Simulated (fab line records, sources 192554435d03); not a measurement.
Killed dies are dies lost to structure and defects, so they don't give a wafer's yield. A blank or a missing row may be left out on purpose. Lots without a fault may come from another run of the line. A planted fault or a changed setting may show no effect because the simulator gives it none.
Chamber matching | flow n5_finfet | N5_BEOL_M4_VIA_ETCH_34 on rie_diel-06: 4 sister chambers
The step etches the open film in C4F6/O2, target depth 69.4 nm, time 65.9 s. 8 wafers are shown with their chamber, then 7 later ones without.

WAFERS WITH THEIR CHAMBER
wafer  | chamber | rf_vpp_V (V) | showerhead_plenum_p_Torr (Torr)
L078.5 | 3       | 662          | 2.79
L083.5 | 1       | 674          | 2.79
L083.6 | 0       | 661          | 2.75
L084.2 | 2       | 690          | 2.87
L084.5 | 2       | 689          | 2.87
L084.6 | 1       | 675          | 2.79
L087.3 | 0       | 660          | 2.74
L087.4 | 3       | 662          | 2.79

WAFERS WITHOUT THEIR CHAMBER
wafer  | rf_vpp_V (V) | showerhead_plenum_p_Torr (Torr)
L087.5 | 688          | 2.86
L091.1 | 663          | 2.79
L091.4 | 689          | 2.86
L091.5 | 658          | 2.74
L096.1 | 689          | 2.86
L096.3 | 675          | 2.78
L096.5 | 662          | 2.78

WHICH CHAMBER EACH WENT THROUGH
wafer  | from the rows above | in truth
L087.5 | 2                   | 2
L091.1 | 3                   | 3
L091.4 | 2                   | 2
L091.5 | 0                   | 0
L096.1 | 2                   | 2
L096.3 | 1                   | 1
L096.5 | 3                   | 3
Placed correctly: 7 of 7. Can't be placed from these rows: 0. Placed wrongly: 0.
How it was worked out, from the rows above alone: a wafer's distance from a chamber is the root of the sum, over the readings, of the square of ((its reading less the chamber's mean) divided by the reading's scatter). The wafer belongs to the nearest chamber; if the next one is less than 2 further off, it can't be placed. A chamber's mean is the mean of its shown wafers. The scatter: the root of (the sum of the squares of (reading less its chamber's mean) over the shown wafers, divided by (wafers less chambers)).
